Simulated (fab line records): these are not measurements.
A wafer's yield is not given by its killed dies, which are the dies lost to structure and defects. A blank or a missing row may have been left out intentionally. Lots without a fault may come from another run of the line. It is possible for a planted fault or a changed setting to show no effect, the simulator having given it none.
Matching of chambers :: flow nand_harc :: cmp-01 running NHARC_A_CHANNEL_FILL_D1_CMP_10: 4 sister chambers
The step polishes, target thk 150 nm. 4 wafers are shown with their chamber, then 11 later ones without.

WAFERS PAIRED WITH THEIR CHAMBERS
wafer: L086.5
chamber: 0
motor_current_A (A): 12.5

wafer: L091.5
chamber: 1
motor_current_A (A): 12.1

wafer: L091.6
chamber: 2
motor_current_A (A): 13.0

wafer: L092.2
chamber: 3
motor_current_A (A): 12.3

WAFERS WITH NO CHAMBER GIVEN
wafer: L092.4
motor_current_A (A): 13.8

wafer: L092.5
motor_current_A (A): 12.0

wafer: L094.3
motor_current_A (A): 13.5

wafer: L094.4
motor_current_A (A): 14.0

wafer: L094.5
motor_current_A (A): 13.0

wafer: L096.1
motor_current_A (A): 11.5

wafer: L096.3
motor_current_A (A): 12.8

wafer: L096.5
motor_current_A (A): 13.6

wafer: L097.2
motor_current_A (A): 13.0

wafer: L097.3
motor_current_A (A): 11.8

wafer: L097.6
motor_current_A (A): 14.0

EACH ONE'S CHAMBER
wafer: L092.4
from the rows above: can't be placed: 2 or 0 or 3 or 1
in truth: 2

wafer: L092.5
from the rows above: can't be placed: 1 or 3 or 0 or 2
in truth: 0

wafer: L094.3
from the rows above: can't be placed: 2 or 0 or 3 or 1
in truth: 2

wafer: L094.4
from the rows above: can't be placed: 2 or 0 or 3 or 1
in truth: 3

wafer: L094.5
from the rows above: can't be placed: 2 or 0 or 3 or 1
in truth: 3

wafer: L096.1
from the rows above: can't be placed: 1 or 3 or 0 or 2
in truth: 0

wafer: L096.3
from the rows above: can't be placed: 2 or 0 or 3 or 1
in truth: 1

wafer: L096.5
from the rows above: can't be placed: 2 or 0 or 3 or 1
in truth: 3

wafer: L097.2
from the rows above: can't be placed: 2 or 0 or 3 or 1
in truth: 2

wafer: L097.3
from the rows above: can't be placed: 1 or 3 or 0 or 2
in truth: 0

wafer: L097.6
from the rows above: can't be placed: 2 or 0 or 3 or 1
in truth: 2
Correct placement for 0 of the 11. Unplaceable from these rows: 11, with the true chamber sitting among the candidates in 11. Wrongly placed: 0.
How it was worked out, from the rows above alone: a wafer's distance from a chamber is the root of the sum, over the readings, of the square of ((its reading less the chamber's mean) divided by the reading's scatter). If the next closest chamber is less than 2 further off than the closest, the wafer can't be placed; otherwise it belongs to the closest. A chamber's mean is the mean of its shown wafers. The scatter: with one shown wafer a chamber, the root of the mean of the squares of how far each hidden wafer lies from its nearest shown one.
